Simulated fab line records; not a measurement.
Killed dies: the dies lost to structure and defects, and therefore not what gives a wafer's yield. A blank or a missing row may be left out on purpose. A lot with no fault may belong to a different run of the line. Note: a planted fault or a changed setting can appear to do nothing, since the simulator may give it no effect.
Split-lot study ; flow n5-finfet ; 7 lots, 39 wafers read, on a route of 1938 steps

## ON THE SPLIT
At N5_HKMG_FIN_ETCH_54 (etches SiARC in CF4, target depth 45.5 nm, time 75.8 s), the setting source-w was moved away from the recipe's 545 W on 15 of the 39 wafers read, by -8.4% to +10.8%. The other wafers ran this setting at the recipe's value.

Reading taken at the split's own step.

## THE READING
rf-vpp-V, in V, at N5_HKMG_FIN_ETCH_54 (etches SiARC in CF4, target depth 45.5 nm, time 75.8 s). Typical for fault-free wafers on this fab line: 184.0 V, with standard deviation 1.2 V.

wafer;tool, chamber at the split;source-w as run, W;against the recipe;rf-vpp-V, V;against lot-mates on the recipe
L076.1;rie-diel-05, 3;545;recipe;184.1;-
L076.2;rie-diel-05, 2;604.1;+10.8%;177.2;-6.1
L076.3;rie-diel-05, 1;545;recipe;182.2;-
L076.4;rie-diel-05, 0;604.1;+10.8%;177.4;-5.9
L076.5;rie-diel-05, 1;545;recipe;183.6;-
L076.6;rie-diel-05, 0;604.1;+10.8%;177.5;-5.8
L080.1;rie-diel-04, 3;575.9;+5.7%;183.2;-0.2
L080.2;rie-diel-04, 2;545;recipe;182.3;-
L080.3;rie-diel-04, 0;575.9;+5.7%;179.8;-3.6
L080.4;rie-diel-04, 1;575.9;+5.7%;181.5;-1.9
L080.5;rie-diel-04, 1;545;recipe;185.5;-
L080.6;rie-diel-04, 2;545;recipe;182.3;-
L081.1;rie-diel-05, 3;515.3;-5.4%;187.8;+3.5
L081.2;rie-diel-05, 2;545;recipe;184.4;-
L081.3;rie-diel-05, 1;515.3;-5.4%;186.2;+1.9
L081.4;rie-diel-05, 0;545;recipe;184.2;-
L081.5;rie-diel-05, 3;545;recipe;184.2;-
L081.6;rie-diel-05, 0;515.3;-5.4%;187.8;+3.5
L088.3;rie-diel-05, 2;545;recipe;185.4;-
L088.5;rie-diel-05, 0;545;recipe;183.7;-
L088.6;rie-diel-05, 3;545;recipe;185.3;-
L091.1;rie-diel-05, 0;545;recipe;183.6;-
L091.2;rie-diel-05, 2;545;recipe;186.2;-
L091.3;rie-diel-05, 3;499.2;-8.4%;189.1;+4.9
L091.4;rie-diel-05, 1;499.2;-8.4%;188.1;+3.9
L091.5;rie-diel-05, 3;545;recipe;182.8;-
L091.6;rie-diel-05, 0;499.2;-8.4%;189.3;+5.1
L092.1;rie-diel-02, 0;545;recipe;181.6;-
L092.2;rie-diel-02, 2;545;recipe;184.7;-
L092.3;rie-diel-02, 3;603.3;+10.7%;178.0;-4.8
L092.4;rie-diel-02, 1;603.3;+10.7%;178.4;-4.4
L092.5;rie-diel-02, 0;545;recipe;182.2;-
L092.6;rie-diel-02, 3;603.3;+10.7%;178.0;-4.8
L093.1;rie-diel-04, 2;545;recipe;181.7;-
L093.2;rie-diel-04, 0;545;recipe;183.7;-
L093.3;rie-diel-04, 3;545;recipe;184.1;-
L093.4;rie-diel-04, 1;545;recipe;184.8;-
L093.5;rie-diel-04, 2;545;recipe;183.1;-
L093.6;rie-diel-04, 1;545;recipe;184.8;-

FIT RESULTS
A straight line over all 39 wafers: rf-vpp-V changes by -0.565 V for each +1% of source-w; r = -0.93; the points scatter about the line by 1.2 V.
The same after taking each lot's own level away (the mean of its wafers on the recipe; 39 wafers): -0.5 V for each +1%; r = -0.93; scatter 1.1 V.
That fit puts the effect of the largest move of source-w on the reading at 5.4 V.
The lots' own levels span 182.83 to 184.80 V, that is 1.6 times the standard deviation above.
Thus the slope moves with the lot-to-lot level: the two fits are different.
Check: -5.18 V against its lot-mates is what the line predicts for one of the wafers moved furthest among these (+10.8%) when that wafer is left out of the fit. It came out at -6.1 V against them.
Tool readings at the split's step, against how far the setting was moved: rf-vpp-V r = -0.93.

## ADDITIONAL SPLITS CARRIED BY THESE WAFERS
These wafers also went through other splits before the reading. Each is held against what the fit with the lots' levels taken away leaves over:
other split on the same wafers;wafers away from the commonest value;r with rf-vpp-V (lot level and that fit taken away)
N5_WELL_APT_EXPOSE_05 dose-mj;15;-0.21
N5_WELL_APT_IMPLANT_14 energy-kev;9;+0.20
N5_FIN_SAQP_SPACER1_ALD_24 ald-cycles;15;+0.11
N5_FIN_SAQP_ETCH_34 source-w;15;+0.18
N5_DUMMY_GATE_ETCH_31 target-depth-a;12;-0.05

## FILE'S OWN FIT
rf-vpp-V changes by -0.495 V for each +1% of source-w, r = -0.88.
